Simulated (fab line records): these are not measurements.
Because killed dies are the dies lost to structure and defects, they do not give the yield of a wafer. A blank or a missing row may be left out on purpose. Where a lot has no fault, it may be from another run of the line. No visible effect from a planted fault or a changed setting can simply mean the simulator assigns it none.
Matching of chambers | flow nand_harc | cmp-04 running NHARC_P_CONTACT_CMP_24: 4 sister chambers
The step polishes, t overpolish 30 s, target thk 200 nm. 4 wafers are shown with their chamber, then 9 later ones without.

## WAFERS WITH THEIR CHAMBER
wafer  | chamber | motor_current_A (A)
L087.1 | 0       | 10.8
L090.2 | 3       | 13.3
L090.4 | 1       | 11.7
L090.5 | 2       | 11.7

## WAFERS WHOSE CHAMBER IS MISSING
wafer  | motor_current_A (A)
L095.1 | 12.1
L095.2 | 12.3
L095.5 | 10.6
L096.1 | 12.5
L096.2 | 11.1
L096.3 | 11.7
L097.3 | 12.1
L097.5 | 11.4
L097.6 | 10.8

## WHICH CHAMBER EACH WENT THROUGH
wafer  | from the rows above          | in truth
L095.1 | can't be placed: 1 or 2 or 3 | 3
L095.2 | can't be placed: 1 or 2 or 3 | 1
L095.5 | 0                            | 0
L096.1 | can't be placed: 1 or 2 or 3 | 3
L096.2 | can't be placed: 0 or 1 or 2 | 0
L096.3 | can't be placed: 1 or 2      | 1
L097.3 | can't be placed: 1 or 2 or 3 | 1
L097.5 | can't be placed: 1 or 2 or 0 | 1
L097.6 | 0                            | 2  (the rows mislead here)
1 of 9 placed correctly. Not placeable from these rows: 7 (in 7, the candidates include the true chamber). 1 placed wrongly.
How it was worked out, from the rows above alone: a wafer's distance from a chamber is the root of the sum, over the readings, of the square of ((its reading less the chamber's mean) divided by the reading's scatter). The wafer belongs to the nearest chamber; if the next one is less than 2 further off, it can't be placed. Each chamber's mean is taken over the wafers shown for it. The scatter (one wafer shown for each chamber): square how far every hidden wafer sits from the nearest shown wafer, average those squares and take the square root.
